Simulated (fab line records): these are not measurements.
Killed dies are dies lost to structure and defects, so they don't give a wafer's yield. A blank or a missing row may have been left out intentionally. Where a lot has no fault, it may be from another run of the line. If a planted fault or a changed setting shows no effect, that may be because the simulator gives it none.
Matching of chambers :: flow nand harc :: rie si-05 running NHARC_A_CHANNEL_FILL_D2_ETCHBACK_19: 4 sister chambers
The step etches the open film in HBr/Cl2, target depth 5 nm, time 1.7 s. 8 wafers are shown with their chamber, then 8 later ones without.

== WAFERS WITH THEIR CHAMBER ==
wafer: L424.2
chamber: 3
drypump motor current A (A): 5.8
oes product au (a.u.): 1.022

wafer: L424.5
chamber: 0
drypump motor current A (A): 6.2
oes product au (a.u.): 1.007

wafer: L425.3
chamber: 0
drypump motor current A (A): 6.2
oes product au (a.u.): 1.004

wafer: L425.6
chamber: 2
drypump motor current A (A): 5.8
oes product au (a.u.): 0.981

wafer: L427.1
chamber: 2
drypump motor current A (A): 5.7
oes product au (a.u.): 0.982

wafer: L427.2
chamber: 3
drypump motor current A (A): 5.7
oes product au (a.u.): 1.020

wafer: L427.3
chamber: 1
drypump motor current A (A): 5.7
oes product au (a.u.): 0.996

wafer: L430.3
chamber: 1
drypump motor current A (A): 5.6
oes product au (a.u.): 0.986

== WAFERS WITH NO CHAMBER GIVEN ==
wafer: L430.4
drypump motor current A (A): 6.3
oes product au (a.u.): 1.017

wafer: L430.5
drypump motor current A (A): 5.7
oes product au (a.u.): 0.990

wafer: L434.2
drypump motor current A (A): 5.8
oes product au (a.u.): 1.007

wafer: L434.3
drypump motor current A (A): 6.3
oes product au (a.u.): 1.002

wafer: L434.4
drypump motor current A (A): 5.6
oes product au (a.u.): 1.012

wafer: L440.3
drypump motor current A (A): 5.8
oes product au (a.u.): 0.989

wafer: L440.4
drypump motor current A (A): 5.8
oes product au (a.u.): 0.997

wafer: L440.5
drypump motor current A (A): 5.8
oes product au (a.u.): 1.003

== WHICH CHAMBER EACH ONE RAN IN ==
wafer: L430.4
from the rows above: 0
in truth: 0

wafer: L430.5
from the rows above: can't be placed: 1 or 2
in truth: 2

wafer: L434.2
from the rows above: can't be placed: 3 or 1
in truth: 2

wafer: L434.3
from the rows above: 0
in truth: 0

wafer: L434.4
from the rows above: 3
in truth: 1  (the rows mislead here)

wafer: L440.3
from the rows above: can't be placed: 2 or 1
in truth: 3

wafer: L440.4
from the rows above: can't be placed: 1 or 2
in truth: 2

wafer: L440.5
from the rows above: can't be placed: 1 or 3 or 2
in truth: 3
Placed correctly: 2 of 8. Cannot be placed on the basis of these rows: 5; the candidates contain the true chamber in 3. 1 placed wrongly.
How it was worked out, from the rows above alone: a wafer's distance from a chamber is the root of the sum, over the readings, of the square of ((its reading less the chamber's mean) divided by the reading's scatter). If the next closest chamber is less than 2 further off than the closest, the wafer can't be placed; otherwise it belongs to the closest. A chamber's mean is the mean of its shown wafers. How the scatter is found: for the shown wafers, subtract from each reading the mean of its chamber, square and add these, divide the total by (wafers less chambers), then take the root.
